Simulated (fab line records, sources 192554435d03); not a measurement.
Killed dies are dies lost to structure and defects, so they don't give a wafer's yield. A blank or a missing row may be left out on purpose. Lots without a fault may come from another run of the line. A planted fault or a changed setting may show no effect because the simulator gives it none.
Split-lot experiment | flow n5_finfet | 7 lots, 39 wafers read, on a route of 1938 steps

THE SPLIT
At N5_BEOL_M5_ILD_DEP_00 (deposits SiCOH lowk from DEMS/porogen, target thk 140.64 nm, time 25.9 s), the setting target_thk_a was moved away from the recipe's 1406.4 angstrom on 12 of the 39 wafers read, by -50.1% to +39.5%. The other wafers ran this setting at the recipe's value.

FROM THE SPLIT TO THE READING: what the file shows between them, 1 step
- N5_BEOL_M5_CURE_79: cures SiCOH lowk, time 240 s

THE READING
M5_ILD_THK, in nm, at N5_BEOL_M5_THK_MEAS_01. Fault-free wafers of this fab line usually give 120.9 nm, standard deviation 1.6 nm.

wafer  | tool, chamber at the split | target_thk_a as run, angstrom | against the recipe | M5_ILD_THK, nm | against lot-mates on the recipe
L076.1 | pecvd-02, 1                | 1049                          | -25.4%             | 90.1           | -30.6
L076.2 | pecvd-02, 2                | 1049                          | -25.4%             | 88.0           | -32.7
L076.3 | pecvd-02, 0                | 1406.4                        | recipe             | 119.1          | -
L076.4 | pecvd-02, 2                | 1406.4                        | recipe             | 121.0          | -
L076.5 | pecvd-02, 1                | 1049                          | -25.4%             | 90.1           | -30.6
L076.6 | pecvd-02, 0                | 1406.4                        | recipe             | 122.0          | -
L082.1 | pecvd-04, 1,2              | 1962                          | +39.5%             | 166.7          | +45.6
L082.2 | pecvd-04, 0                | 1406.4                        | recipe             | 120.2          | -
L082.3 | pecvd-04, 1,2              | 1962                          | +39.5%             | 166.4          | +45.3
L082.4 | pecvd-04, 1                | 1406.4                        | recipe             | 120.9          | -
L082.5 | pecvd-04, 2                | 1406.4                        | recipe             | 122.1          | -
L082.6 | pecvd-04, 0                | 1962                          | +39.5%             | 170.6          | +49.5
L081.1 | pecvd-04, 0                | 1406.4                        | recipe             | 120.4          | -
L081.2 | pecvd-04, 1,2              | 1406.4                        | recipe             | 120.5          | -
L081.3 | pecvd-04, 1,2              | 1406.4                        | recipe             | 120.5          | -
L081.4 | pecvd-04, 2                | 1406.4                        | recipe             | 121.2          | -
L081.5 | pecvd-04, 1                | 1406.4                        | recipe             | 120.5          | -
L081.6 | pecvd-04, 0                | 1406.4                        | recipe             | 119.8          | -
L085.1 | pecvd-04, 1                | 701.4                         | -50.1%             | 60.1           | -61.0
L085.2 | pecvd-04, 2                | 1406.4                        | recipe             | 120.0          | -
L085.3 | pecvd-04, 0                | 701.4                         | -50.1%             | 60.7           | -60.4
L085.4 | pecvd-04, 2                | 1406.4                        | recipe             | 121.2          | -
L085.5 | pecvd-04, 0                | 701.4                         | -50.1%             | 60.5           | -60.6
L085.6 | pecvd-04, 1                | 1406.4                        | recipe             | 122.1          | -
L091.3 | pecvd-02, 1                | 1406.4                        | recipe             | 119.2          | -
L091.5 | pecvd-02, 0                | 1406.4                        | recipe             | 122.6          | -
L091.6 | pecvd-02, 2                | 1406.4                        | recipe             | 123.5          | -
L095.1 | pecvd-01, 1                | 1406.4                        | recipe             | 119.1          | -
L095.2 | pecvd-01, 2                | 1406.4                        | recipe             | 120.8          | -
L095.3 | pecvd-01, 0                | 1406.4                        | recipe             | 120.9          | -
L095.4 | pecvd-01, 0                | 1406.4                        | recipe             | 120.8          | -
L095.5 | pecvd-01, 2                | 1406.4                        | recipe             | 123.6          | -
L095.6 | pecvd-01, 1                | 1406.4                        | recipe             | 121.1          | -
L094.1 | pecvd-02, 2                | 1139                          | -19.0%             | 97.5           | -22.9
L094.2 | pecvd-02, 0                | 1406.4                        | recipe             | 117.6          | -
L094.3 | pecvd-02, 1                | 1139                          | -19.0%             | 95.8           | -24.6
L094.4 | pecvd-02, 1                | 1406.4                        | recipe             | 121.5          | -
L094.5 | pecvd-02, 0                | 1406.4                        | recipe             | 122.2          | -
L094.6 | pecvd-02, 2                | 1139                          | -19.0%             | 98.7           | -21.7
Where a row lists several chambers, the file gives one row for several wafers and doesn't say which wafer went through which chamber.

THE FIT
A straight line over all 39 wafers: M5_ILD_THK changes by +1.21 nm for each +1% of target_thk_a; r = +1.00; the points scatter about the line by 1.4 nm.
The same after taking each lot's own level away (the mean of its wafers on the recipe; 39 wafers): +1.2 nm for each +1%; r = +1.00; scatter 1.3 nm.
On that fit, the largest move of target_thk_a shifts the reading by 60 nm.
The lots' own levels span 120.43 to 121.77 nm, that is 0.8 times the standard deviation above.
So the lot-to-lot level changes the slope little: the two slopes agree.
Check: with one of the wafers moved furthest among these (-50.1%) left out of the fit, the line predicts -60.4 nm for it against its lot-mates. It came out at -61 nm against them.

OTHER SPLITS ON THESE WAFERS
These wafers also went through other splits before the reading. Each is held against what the fit with the lots' levels taken away leaves over:
other split on the same wafers               | wafers away from the commonest value | r with M5_ILD_THK (lot level and that fit taken away)
N5_STI_FIN_REVEAL_ETCHBACK_08 target_depth_a | 15                                   | -0.16
N5_SD_EPI_N_DESCUM_14 time_s                 | 18                                   | +0.12
N5_MOL_CONTACT_COAG_ALD_27 ald_cycles        | 9                                    | +0.11
N5_BEOL_M2_ILD_DEP_00 target_thk_a           | 9                                    | -0.09
N5_BEOL_M3_ETCH_70 time_s                    | 15                                   | -0.24

THE WHOLE CHAIN: every reading that the file lists as answering this split, in the file's order
step                   | what it does                                                             | reading                                                                                  | change (the file's fit)              | r (the file's)
N5_BEOL_M5_ILD_DEP_00  | deposits SiCOH lowk from DEMS/porogen, target thk 140.64 nm, time 25.9 s | SiCOH_lowk_of_BEOL_M5_ILD_DEP_00.thk_nm (the simulator's own value, which no gauge read) | +1.39 nm for each +1% of the setting | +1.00
N5_BEOL_M5_CURE_79     | cures SiCOH lowk, time 240 s                                             | SiCOH_lowk_of_BEOL_M5_ILD_DEP_00.thk_nm (the simulator's own value, which no gauge read) | +1.21 nm for each +1% of the setting | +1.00
N5_BEOL_M5_THK_MEAS_01 |                                                                          | M5_ILD_THK                                                                               | +1.21 for each +1% of the setting    | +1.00

THE FILE'S OWN FIT
M5_ILD_THK changes by +1.21 nm for each +1% of target_thk_a, r = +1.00.
